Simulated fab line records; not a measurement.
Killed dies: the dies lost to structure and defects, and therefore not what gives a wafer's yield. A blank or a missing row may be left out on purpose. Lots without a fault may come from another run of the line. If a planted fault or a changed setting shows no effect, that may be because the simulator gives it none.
Chamber matching	flow n5 finfet	pecvd-02 running N5_FIN_SAQP_PECVD_48: 3 sister chambers
The step deposits SiNx from SiH4/NH3/N2, target thk 25 nm, time 22.1 s. 3 wafers are shown with their chamber, then 10 later ones without.

## WAFERS PAIRED WITH THEIR CHAMBERS
wafer	chamber	showerhead plenum p Torr (Torr)
L093.4	0	5.11
L095.1	1	5.06
L095.2	2	5.18

## WAFERS MISSING THEIR CHAMBER
wafer	showerhead plenum p Torr (Torr)
L095.3	5.11
L095.4	5.11
L095.5	5.19
L095.6	5.07
L096.2	5.18
L096.4	5.18
L096.6	5.10
L097.4	5.06
L097.5	5.18
L097.6	5.06

## WHICH CHAMBER EACH ONE RAN IN
wafer	from the rows above	in truth
L095.3	0	0
L095.4	0	0
L095.5	2	2
L095.6	1	1
L096.2	2	2
L096.4	2	2
L096.6	0	0
L097.4	1	1
L097.5	2	2
L097.6	1	1
10 of 10 placed correctly. Number that these rows cannot place: 0. 0 placed wrongly.
How it was worked out, from the rows above alone: a wafer's distance from a chamber is the root of the sum, over the readings, of the square of ((its reading less the chamber's mean) divided by the reading's scatter). If the next closest chamber is less than 2 further off than the closest, the wafer can't be placed; otherwise it belongs to the closest. A chamber's mean is the mean of its shown wafers. The scatter: root of mean squared gap, hidden wafer to nearest shown wafer, with one shown wafer a chamber.
